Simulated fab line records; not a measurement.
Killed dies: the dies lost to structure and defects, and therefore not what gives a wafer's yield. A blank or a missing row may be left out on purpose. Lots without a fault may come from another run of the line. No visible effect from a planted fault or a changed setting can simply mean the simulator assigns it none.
fab line records	flow n5Finfet
[record] lots = 7	wafers = 39
route steps=1938 shown FIN_SAQP@98 SD_EPI_N@288 SD_EPI_P@321 SD_ACTIVATION@330 BEOL_M0@721
startH: start of the lot's first displayed wafer, in hours after the record's first day	waitH: how many hours have passed since the lot's step before this one	" repeats the value in the row above	L1.1+2: one row covering several wafers at once	- no value, or no start given	* or withheld: withheld	< > ~ a bound
route shown NAME@n: NAME is a module with steps in the file, n the number in the route of the first one	usual: mean/standard deviation taken from wafers without a fault	same: alike in all rows	chamber/n: place in a boat	sites: per-site readings	_std_site: standard deviation of those values	_edge_site: inner sites' mean taken away from outer sites' mean	radiusMm: for every site, how far away it sits from the centre of the wafer	mask NAME#n: copy n	behind: tool/chamber where the wafer was last shaped	hold: the reason the lot was held/the length of the hold in hours/how it ended	device: the n, p or np transistor that did not switch	end of line: tests run on the same wafers once the route is complete	for a step that has no rows: nothing shown but its recipe	killed: the dies lost at the first sort to structure and to defects; this is not the yield of the wafer	map: the dies of a wafer, with x for killed, . for not killed, _ for no die there
set.NAME: setting as actually run; set.NAME@STEP: the setting as run at that earlier step	model.NAME: the simulator's own value behind a step, which no gauge read
lots run with intentionally changed settings; tables by step, rows by wafer
[[steps]]
[step N5_FIN_SAQP_PECVD_47]
[recipe] material = a-Si	targetThkA = 450	tempC = 400	precursor = SiH4/He	pressureTorr = 3	rfW = 100	timeS = 36.3
lot.wafer	tool	chamber	startH	waitH	set.timeS	model.a-Si_of_FIN_SAQP_PECVD_47.thkNm
L077.1	pecvd-03	1	38.68	0.0	36.3	44.96
L077.2	"	0	"	"	36.3	44.79
L077.3	"	2	"	"	36.3	44.73
L077.4	"	1	"	"	55.54	70.24
L077.5	"	0	"	"	55.54	70.02
L077.6	"	2	"	"	55.54	70.29
L078.1	pecvd-03	0	44.60	0.0	36.3	45.34
L078.2	"	2	"	"	36.3	45.12
L078.3	"	1	"	"	36.3	44.77
L078.4	"	2	"	"	36.3	45.99
L078.5	"	1	"	"	36.3	45.9
L078.6	"	0	"	"	36.3	45.32
L079.1	pecvd-03	1	50.87	0.0	49.35	61.49
L079.2	"	0	"	"	49.35	61.65
L079.3	"	2	"	"	36.3	45.21
L079.4	"	0	"	"	49.35	62.98
L079.5	"	2	"	"	36.3	45.74
L079.6	"	1	"	"	36.3	45.92
L084.1	pecvd-04	0	80.49	0.0	36.3	45.34
L084.2	"	2	"	"	36.3	44.45
L084.3	"	1	"	"	15.19	18.59
L084.4	"	1	"	"	36.3	45.44
L084.5	"	0	"	"	15.19	19.14
L084.6	"	2	"	"	15.19	18.18
L089.1	pecvd-03	2	111.11	0.0	36.3	45.42
L089.2	"	1	"	"	36.3	45.45
L089.3	"	0	"	"	36.3	44.75
L089.4	"	2	"	"	36.3	46.28
L089.5	"	1	"	"	36.3	46.18
L089.6	"	0	"	"	36.3	45.63
L090.2	pecvd-01	1	119.10	0.0	36.3	44.99
L090.3	"	2	"	"	36.3	44.32
L090.6	"	1	"	"	36.3	44.49
L095.1	pecvd-03	1	147.20	0.0	36.3	44.74
L095.2	"	0	"	"	36.3	44.71
L095.3	"	2	"	"	57.72	72.24
L095.4	"	0	"	"	36.3	44.32
L095.5	"	1	"	"	57.72	73.43
L095.6	"	2	"	"	57.72	72.53
[step N5_FIN_SAQP_PECVD_48]
[recipe] material = SiNx	targetThkA = 250	tempC = 400	precursor = SiH4/NH3/N2	pressureTorr = 1.5	rfW = 300	timeS = 22.1
[step N5_FIN_SAQP_PECVD_06]
[recipe] material = a-Si	targetThkA = 600	tempC = 400	precursor = SiH4/He	pressureTorr = 3	rfW = 100	timeS = 48.1
[step N5_FIN_SAQP_ETCH_57]
[recipe] chemistry = CH3F/O2	target = SiNx	maskMaterial = SiO2	targetDepthA = 325	timeS = 46.4	pressureMtorr = 30	sourceW = 395	biasW = 73	Ar_flow_sccm = 150	CH3F_flow_sccm = 30	O2_flow_sccm = 20	ionEnergyEv = 120	ends = cleared
[step N5_FIN_SAQP_ETCH_65]
[recipe] chemistry = CF4	target = SiO2	targetDepthA = 40	ionEnergyEv = 350	timeS = 4.4	pressureMtorr = 10	icpW = 800	biasW = 400	cf4FlowSccm = 80
[step N5_FIN_SAQP_MANDREL_ETCH_58]
[recipe] chemistry = HBr/Cl2	target = a-Si	targetDepthA = 450	btTimeS = 10	stopOn = SiNx	maskMaterial = SiO2	overEtchFrac = 0.8	timeS = 27	pressureMtorr = 10	icpW = 800	biasW = 75	HBr_flow_sccm = 150	Cl2_flow_sccm = 80	ends = endPoint
[usual] oesProductAu = 0.699/0.017
lot.wafer	tool	chamber	startH	waitH	set.timeS@FIN_SAQP_PECVD_47	oesProductAu	model.etch.depthNm
L077.1	rieSi-01	0	42.72	0.0	36.3	0.709	44.96
L077.2	"	2	"	"	36.3	0.717	44.79
L077.3	"	3	"	"	36.3	0.710	44.73
L077.4	"	1	"	"	55.54	0.891	70.24
L077.5	"	2	"	"	55.54	0.938	70.02
L077.6	"	1	"	"	55.54	0.898	70.29
L078.1	rieSi-06	1	47.74	0.0	36.3	0.687	45.34
L078.2	"	3	"	"	36.3	0.717	45.12
L078.3	"	0	"	"	36.3	0.689	44.77
L078.4	"	2	"	"	36.3	0.706	45.99
L078.5	"	1	"	"	36.3	0.686	45.9
L078.6	"	2	"	"	36.3	0.702	45.32
L079.1	rieSi-01	2	53.79	0.0	49.35	0.859	61.49
L079.2	"	3	"	"	49.35	0.862	61.65
L079.3	"	0	"	"	36.3	0.707	45.21
L079.4	"	1	"	"	49.35	0.832	62.98
L079.5	"	1	"	"	36.3	0.690	45.74
L079.6	"	0	"	"	36.3	0.714	45.92
L084.1	rieSi-04	3	83.53	0.0	36.3	0.683	45.34
L084.2	"	1	"	"	36.3	0.672	44.45
L084.3	"	2	"	"	15.19	0.480	18.59
L084.4	"	0	"	"	36.3	0.715	45.44
L084.5	"	3	"	"	15.19	0.478	19.14
L084.6	"	2	"	"	15.19	0.487	18.18
L089.1	rieSi-04	1	114.80	0.0	36.3	0.673	45.42
L089.2	"	2	"	"	36.3	0.699	45.45
L089.3	"	3	"	"	36.3	0.688	44.75
L089.4	"	0	"	"	36.3	0.722	46.28
L089.5	"	2	"	"	36.3	0.721	46.18
L089.6	"	3	"	"	36.3	0.690	45.63
L090.2	rieSi-04	3	122.19	0.0	36.3	0.675	44.99
L090.3	"	2	"	"	36.3	0.702	44.32
L090.6	"	1	"	"	36.3	0.664	44.49
L095.1	rieSi-06	0	150.03	0.0	36.3	0.678	44.74
L095.2	"	2	"	"	36.3	0.701	44.71
L095.3	"	1	"	"	57.72	0.902	72.24
L095.4	"	3	"	"	36.3	0.711	44.32
L095.5	"	2	"	"	57.72	0.949	73.43
L095.6	"	1	"	"	57.72	0.905	72.53
[step N5_SD_EPI_N_EPI_21]
[recipe] material = Si:P	dopant = P	tempC = 680	pressureTorr = 255	timeS = 690
lot.wafer	tool	chamber	startH	waitH	set.epiGrowthTimeS	model.Si-P_of_SD_EPI_N_EPI_21.thkNm
L077.1+3	epiRpcvd-04	0	68.03	0.1	690	59.8
L077.2+5	"	0	"	"	350.4	32.6
L077.4	"	0	"	"	690	60
L077.6	"	0	"	"	350.4	32.4
L078.1	epiRpcvd-01	0	73.70	0.2	378.1	34.8
L078.2+5	"	0	"	"	378.1	34.6
L078.3+6	"	0	"	"	690	58.2
L078.4	"	0	"	"	690	58.4
L079.1+5	epiRpcvd-01	0	80.74	0.2	690	60
L079.2	"	0	"	"	914.6	73
L079.3	"	0	"	"	914.6	73.2
L079.4	"	0	"	"	690	60.4
L079.6	"	0	"	"	914.6	73.4
L084.1	epiRpcvd-02	0	108.72	0.1	331.2	31
L084.2	"	0	"	"	690	59.6
L084.3	"	0	"	"	331.2	30.4
L084.4	"	0	"	"	690	58.8
L084.5	"	0	"	"	331.2	30.6
L084.6	"	0	"	"	690	59
L089.1	epiRpcvd-04	0	142.08	0.1	690	59
L089.2+4	"	0	"	"	690	59.4
L089.3	"	0	"	"	690	59.8
L089.5+6	"	0	"	"	690	58.6
L090.2	epiRpcvd-04	0	148.35	0.4	690	57.8
L090.3	"	0	"	"	690	58.4
L090.6	"	0	"	"	690	58
L095.1	epiRpcvd-02	0	176.84	0.2	432.5	38.8
L095.2	"	0	"	"	690	58.6
L095.3	"	0	"	"	690	58.4
L095.4	"	0	"	"	432.5	39.6
L095.5	"	0	"	"	690	58.8
L095.6	"	0	"	"	432.5	39.4
[step N5_SD_EPI_N_EPI_MEAS_23]
[recipe] mode = xrd
[usual] thkNm = 58.9/1.3
lot.wafer	tool	chamber	startH	waitH	set.epiGrowthTimeS@SD_EPI_N_EPI_21	thkNm
L077.1	filmMetro-01	-	69.75	1.4	690	59.8
L077.2	"	-	"	"	350.4	32.9
L077.3	"	-	"	"	690	60.7
L077.4	"	-	"	"	690	59.4
L077.5	"	-	"	"	350.4	32.2
L077.6	"	-	"	"	350.4	31.8
L078.1	filmMetro-02	-	75.97	1.9	378.1	35.5
L078.2	"	-	"	"	378.1	33.7
L078.3	"	-	"	"	690	58.4
L078.4	"	-	"	"	690	58.3
L078.5	"	-	"	"	378.1	33.5
L078.6	"	-	"	"	690	57.5
L079.1	filmMetro-01	-	83.02	1.9	690	58.1
L079.2	"	-	"	"	914.6	73.1
L079.3	"	-	"	"	914.6	72.6
L079.4	"	-	"	"	690	61.3
L079.5	"	-	"	"	690	60.4
L079.6	"	-	"	"	914.6	72.9
L084.1	filmMetro-01	-	110.44	1.4	331.2	30.5
L084.2	"	-	"	"	690	60.8
L084.3	"	-	"	"	331.2	31.6
L084.4	"	-	"	"	690	57.6
L084.5	"	-	"	"	331.2	29.2
L084.6	"	-	"	"	690	58.8
L089.1	filmMetro-02	-	143.80	1.4	690	60.3
L089.2	"	-	"	"	690	58.5
L089.3	"	-	"	"	690	58.2
L089.4	"	-	"	"	690	59.8
L089.5	"	-	"	"	690	58.6
L089.6	"	-	"	"	690	58.5
L090.2	filmMetro-01	-	149.79	1.2	690	57.7
L090.3	"	-	"	"	690	59.0
L090.6	"	-	"	"	690	58.3
L095.1	filmMetro-02	-	179.11	1.9	432.5	39.7
L095.2	"	-	"	"	690	58.2
L095.3	"	-	"	"	690	59.2
L095.4	"	-	"	"	432.5	39.5
L095.5	"	-	"	"	690	59.8
L095.6	"	-	"	"	432.5	38.5
[step N5_SD_EPI_P_EPI_21]
[recipe] material = SiGe:B	dopant = B	tempC = 550	pressureTorr = 20	ambient = H2	timeS = 355
lot.wafer	tool	chamber	startH	waitH	set.timeS	model.SiGe-B_of_SD_EPI_P_EPI_21.thkNm
L077.1	epiRpcvd-02	0	72.02	0.1	556	81.6
L077.2	"	0	"	"	355	59.6
L077.3	"	0	"	"	556	81.2
L077.4	"	0	"	"	355	59.4
L077.5	"	0	"	"	556	80.4
L077.6	"	0	"	"	355	60.2
L078.1	epiRpcvd-02	0	78.36	0.1	355	59.8
L078.2	"	0	"	"	464.9	72
L078.3	"	0	"	"	355	60
L078.4	"	0	"	"	464.9	73.2
L078.5	"	0	"	"	355	60.6
L078.6	"	0	"	"	464.9	71.8
L079.1	epiRpcvd-02	0	85.83	0.1	355	61.2
L079.2	"	0	"	"	562.8	83.8
L079.3	"	0	"	"	562.8	83.4
L079.4	"	0	"	"	562.8	84
L079.5	"	0	"	"	355	60.8
L079.6	"	0	"	"	355	62.2
L084.1	epiRpcvd-02	0	112.70	0.1	355	61.2
L084.2+4	"	0	"	"	355	60.6
L084.3	"	0	"	"	355	61
L084.5+6	"	0	"	"	355	60.8
L089.1+5	epiRpcvd-01	0	146.81	0.1	355	61
L089.2	"	0	"	"	355	61.4
L089.3+4	"	0	"	"	355	62
L089.6	"	0	148.61	1.8	355	61.8
L090.2	epiRpcvd-01	0	152.68	0.5	355	59.8
L090.3	"	0	"	"	355	60.4
L090.6	"	0	154.12	1.8	355	60.8
L095.1	epiRpcvd-03	0	182.33	0.2	436.5	70.8
L095.2	"	0	"	"	355	61.6
L095.3+5	"	0	"	"	436.5	70.4
L095.4	"	0	"	"	355	62
L095.6	"	0	"	"	355	61
[step N5_SD_EPI_P_EPI_MEAS_23]
[recipe] mode = xrd
[usual] thkNm = 61.0/1.3
lot.wafer	tool	chamber	startH	waitH	set.timeS@SD_EPI_P_EPI_21	thkNm
L077.1	filmMetro-02	-	74.22	1.8	556	82.5
L077.2	"	-	"	"	355	59.2
L077.3	"	-	"	"	556	81.5
L077.4	"	-	"	"	355	60.1
L077.5	"	-	"	"	556	80.3
L077.6	"	-	"	"	355	62.1
L078.1	filmMetro-02	-	80.56	1.8	355	60.1
L078.2	"	-	"	"	464.9	71.1
L078.3	"	-	"	"	355	60.0
L078.4	"	-	"	"	464.9	74.1
L078.5	"	-	"	"	355	61.3
L078.6	"	-	"	"	464.9	71.7
L079.1	filmMetro-02	-	88.03	1.8	355	60.5
L079.2	"	-	"	"	562.8	82.5
L079.3	"	-	"	"	562.8	84.9
L079.4	"	-	"	"	562.8	83.9
L079.5	"	-	"	"	355	61.4
L079.6	"	-	"	"	355	62.3
L084.1	filmMetro-01	-	114.90	1.8	355	62.7
L084.2	"	-	"	"	355	61.0
L084.3	"	-	"	"	355	61.7
L084.4	"	-	"	"	355	61.3
L084.5	"	-	"	"	355	61.9
L084.6	"	-	"	"	355	59.7
L089.1	filmMetro-02	-	149.00	1.8	355	62.0
L089.2	"	-	"	"	355	61.6
L089.3	"	-	"	"	355	64.0
L089.4	"	-	"	"	355	62.3
L089.5	"	-	"	"	355	60.5
L089.6	"	-	"	"	355	60.4
L090.2	filmMetro-01	-	154.52	1.5	355	58.6
L090.3	"	-	"	"	355	59.6
L090.6	"	-	"	"	355	61.0
L095.1	filmMetro-02	-	185.24	2.4	436.5	68.7
L095.2	"	-	"	"	355	61.9
L095.3	"	-	"	"	436.5	69.4
L095.4	"	-	"	"	355	59.2
L095.5	"	-	"	"	436.5	70.2
L095.6	"	-	"	"	355	61.4
[step N5_SD_EPI_P_HM_STRIP_48]
[recipe] chemistry = H3PO4	tempC = 160	material = SiNx	target = SiNx	targetDepthA = 30	overetchFraction = 0.3
[step N5_SD_EPI_P_SRD_49]
[recipe] dry = ipaMarangoni	timeS = 30	tempC = 23	rinseLiquid = diw
[step N5_SD_ACTIVATION_RTA_00]
[recipe] tempC = 975	timeS = 0	ambient = N2	idleTempC = 600	rampUpCPerS = 150	rampDownCPerS = 60	coolToC = 600
[step N5_SD_ACTIVATION_LSA_01]
[recipe] tempC = 1080	timeS = 0.0008	ambient = N2
[step N5_SD_ACTIVATION_RS_MEAS_03]
[recipe] thkMeasGauge = four-point-probe
[usual] RS_SD_N = 21.95/0.28	RS_SD_P = 56.1/0.86
lot.wafer	tool	chamber	startH	waitH	set.epiGrowthTimeS@SD_EPI_N_EPI_21	set.timeS@SD_EPI_P_EPI_21	RS_SD_N[ohm/sq]	RS_SD_P[ohm/sq]
L077.1	filmMetro-01	-	74.83	0.2	690	556	21.68	41.1
L077.2	"	-	"	"	350.4	355	39.65	56.5
L077.3	"	-	"	"	690	556	21.84	42.0
L077.4	"	-	"	"	690	355	21.63	56.6
L077.5	"	-	"	"	350.4	556	39.66	41.9
L077.6	"	-	"	"	350.4	355	39.91	56.3
L078.1	filmMetro-01	-	81.19	0.2	378.1	355	37.18	57.4
L078.2	"	-	"	"	378.1	464.9	37.45	47.8
L078.3	"	-	"	"	690	355	22.30	57.5
L078.4	"	-	"	"	690	464.9	22.11	46.9
L078.5	"	-	"	"	378.1	355	37.40	56.5
L078.6	"	-	"	"	690	464.9	22.21	47.9
L079.1	filmMetro-01	-	88.64	0.2	690	355	21.66	56.0
L079.2	"	-	"	"	914.6	562.8	17.73	41.0
L079.3	"	-	"	"	914.6	562.8	17.52	41.1
L079.4	"	-	"	"	690	562.8	21.27	41.2
L079.5	"	-	"	"	690	355	21.79	56.5
L079.6	"	-	"	"	914.6	355	17.56	54.5
L084.1	filmMetro-01	-	115.56	0.2	331.2	355	42.05	55.2
L084.2	"	-	"	"	690	355	21.64	56.4
L084.3	"	-	"	"	331.2	355	42.77	56.5
L084.4	"	-	"	"	690	355	21.98	56.4
L084.5	"	-	"	"	331.2	355	42.53	55.8
L084.6	"	-	"	"	690	355	21.90	56.0
L089.1	filmMetro-02	-	149.76	0.2	690	355	22.26	55.3
L089.2	"	-	"	"	690	355	21.80	55.0
L089.3	"	-	"	"	690	355	21.78	54.5
L089.4	"	-	"	"	690	355	21.80	54.5
L089.5	"	-	"	"	690	355	22.19	55.9
L089.6	"	-	"	"	690	355	21.96	54.4
L090.2	filmMetro-01	-	155.17	0.2	690	355	22.48	58.2
L090.3	"	-	"	"	690	355	22.13	56.9
L090.6	"	-	"	"	690	355	22.34	56.8
L095.1	filmMetro-01	-	185.85	0.2	432.5	436.5	33.07	48.2
L095.2	"	-	"	"	690	355	21.80	54.7
L095.3	"	-	"	"	690	436.5	21.97	48.3
L095.4	"	-	"	"	432.5	355	32.29	54.7
L095.5	"	-	"	"	690	436.5	22.13	48.2
L095.6	"	-	"	"	432.5	355	32.52	55.7
[step N5_BEOL_M0_TRENCH_ETCH_107]
[recipe] chemistry = C4F6/O2	targetDepthA = 328	target = SiOC	timeS = 16.4	ionEnergyEv = 250	pressureMtorr = 30	sourceW = 355	biasW = 185	Ar_flow_sccm = 300	C4F6_flow_sccm = 10	O2_flow_sccm = 10
lot.wafer	tool	chamber	startH	waitH	set.targetDepthA	model.BEOL_M0.featureDepthNm	model.TiN_of_BEOL_M0_SAQP_HM_DEP_02.thkNm
L077.1	rieDiel-04	3	132.80	0.0	328	32.8	9.8
L077.2+3	"	0,2	"	"	389.5	39.4	9.6
L077.4	"	1	"	"	328	33.6	9.8
L077.5	"	0	"	"	328	33	9.8
L077.6	"	3	"	"	389.5	39.2	9.6
L078.1	rieDiel-04	1	137.19	0.0	328	33.8	9.4
L078.2	"	0	"	"	328	32.8	9.4
L078.3	"	3	"	"	328	32.6	9.6
L078.4	"	2	"	"	411.1	41.6	9.2
L078.5+6	"	0,3	"	"	411.1	41.4	9.2
L079.1	rieDiel-04	1	145.58	0.0	328	33.4	9.8
L079.2+5	"	0	"	"	278.4	28	10
L079.3	"	3	"	"	328	33	10
L079.4	"	2	"	"	328	33.2	9.6
L079.6	"	3	"	"	278.4	27.6	10
L084.1	rieDiel-04	3	173.81	0.0	328	33	9.6
L084.2	"	1	"	"	328	33.8	9.6
L084.3	"	2	"	"	427.8	43.4	9.2
L084.4	"	3	"	"	427.8	42.8	9
L084.5	"	1	"	"	427.8	44.2	9.2
L084.6	"	2	"	"	328	33.4	9.8
L089.1+5	rieDiel-02	1,2	211.64	0.0	155.2	15.4	10.2
L089.2	"	2	"	"	328	32.8	9.4
L089.3	"	0	"	"	328	32.4	9.4
L089.4	"	3	"	"	328	33	9.4
L089.6	"	3	"	"	155.2	15.6	10.2
L090.2+6	rieDiel-04	2	213.39	0.0	328	33	9.4
L090.3	"	1	"	"	328	33.6	9.4
L095.1	rieDiel-05	0	242.93	0.0	328	33.4	9.6
L095.2	"	1	"	"	252.4	25.8	9.8
L095.3	"	3	"	"	252.4	25.4	9.8
L095.4	"	2	"	"	252.4	25.8	10
L095.5	"	2	"	"	328	33.6	9.4
L095.6	"	1	"	"	328	33.6	9.6
[step N5_BEOL_M0_STRIP_142]
[recipe] chemistry = N2/H2	timeS = 10	powerW = 450	tempC = 40	pressureMtorr = 20	rfFrequencyHz = 6e+07	biasPowerW = 7	n2FlowSccm = 200	h2FlowSccm = 200
[step N5_BEOL_M0_OCD_MEAS_108]
[usual] trenchDepthNm = 33.0/0.56
lot.wafer	tool	chamber	startH	waitH	set.targetDepthA@BEOL_M0_TRENCH_ETCH_107	trenchDepthNm
L077.1	ocd-01	-	132.90	0.1	328	32.6
L077.2	"	-	"	"	389.5	39.9
L077.3	"	-	"	"	389.5	39.4
L077.4	"	-	"	"	328	33.6
L077.5	"	-	"	"	328	33.1
L077.6	"	-	"	"	389.5	39.0
L078.1	ocd-02	-	137.29	0.1	328	34.0
L078.2	"	-	"	"	328	32.7
L078.3	"	-	"	"	328	32.3
L078.4	"	-	"	"	411.1	41.5
L078.5	"	-	"	"	411.1	41.4
L078.6	"	-	"	"	411.1	41.6
L079.1	ocd-02	-	145.68	0.1	328	33.4
L079.2	"	-	"	"	278.4	27.6
L079.3	"	-	"	"	328	33.0
L079.4	"	-	"	"	328	33.3
L079.5	"	-	"	"	278.4	27.9
L079.6	"	-	"	"	278.4	28.1
L084.1	ocd-02	-	173.92	0.1	328	33.1
L084.2	"	-	"	"	328	33.8
L084.3	"	-	"	"	427.8	43.3
L084.4	"	-	"	"	427.8	42.7
L084.5	"	-	"	"	427.8	44.3
L084.6	"	-	"	"	328	33.7
L089.1	ocd-01	-	211.74	0.1	155.2	15.3
L089.2	"	-	"	"	328	33.1
L089.3	"	-	"	"	328	31.9
L089.4	"	-	"	"	328	32.7
L089.5	"	-	"	"	155.2	15.4
L089.6	"	-	"	"	155.2	15.7
L090.2	ocd-01	-	213.50	0.1	328	32.8
L090.3	"	-	"	"	328	33.5
L090.6	"	-	"	"	328	32.8
L095.1	ocd-01	-	243.03	0.1	328	33.8
L095.2	"	-	"	"	252.4	26.0
L095.3	"	-	"	"	252.4	25.4
L095.4	"	-	"	"	252.4	25.0
L095.5	"	-	"	"	328	33.4
L095.6	"	-	"	"	328	34.0
[[key]]
[split] step = N5_FIN_SAQP_PECVD_47	setting = timeS	stated = 36.3	by = wafer
[response] step = N5_FIN_SAQP_PECVD_47	reading = model.a-Si_of_FIN_SAQP_PECVD_47.thkNm	change = +0.468	per = 1%	r = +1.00
[response] step = N5_FIN_SAQP_MANDREL_ETCH_58	reading = oesProductAu	change = +0.00374	per = 1%	r = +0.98
[response] step = N5_FIN_SAQP_MANDREL_ETCH_58	reading = model.etch.depthNm	change = +0.468	per = 1%	r = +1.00
[split] step = N5_SD_EPI_N_EPI_21	setting = epiGrowthTimeS	stated = 690	by = wafer
[response] step = N5_SD_EPI_N_EPI_21	reading = model.Si-P_of_SD_EPI_N_EPI_21.thkNm	change = +0.524	per = 1%	r = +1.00
[response] step = N5_SD_EPI_N_EPI_MEAS_23	reading = thkNm	change = *	per = 1%	r = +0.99
[response] step = N5_SD_ACTIVATION_RS_MEAS_03	reading = RS_SD_N	change = -0.329	per = 1%	r = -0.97
[split] step = N5_SD_EPI_P_EPI_21	setting = timeS	stated = 355	by = wafer
[response] step = N5_SD_EPI_P_EPI_21	reading = model.SiGe-B_of_SD_EPI_P_EPI_21.thkNm	change = +0.382	per = 1%	r = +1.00
[response] step = N5_SD_EPI_P_EPI_MEAS_23	reading = thkNm	change = *	per = 1%	r = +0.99
[response] step = N5_SD_ACTIVATION_RS_MEAS_03	reading = RS_SD_P	change = -0.264	per = 1%	r = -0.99
[split] step = N5_BEOL_M0_TRENCH_ETCH_107	setting = targetDepthA	stated = 328	by = wafer
[response] step = N5_BEOL_M0_TRENCH_ETCH_107	reading = model.BEOL_M0.featureDepthNm	change = +0.331	per = 1%	r = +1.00
[response] step = N5_BEOL_M0_TRENCH_ETCH_107	reading = model.TiN_of_BEOL_M0_SAQP_HM_DEP_02.thkNm	change = -0.0146	per = 1%	r = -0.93
[response] step = N5_BEOL_M0_OCD_MEAS_108	reading = trenchDepthNm	change = +0.332	per = 1%	r = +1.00
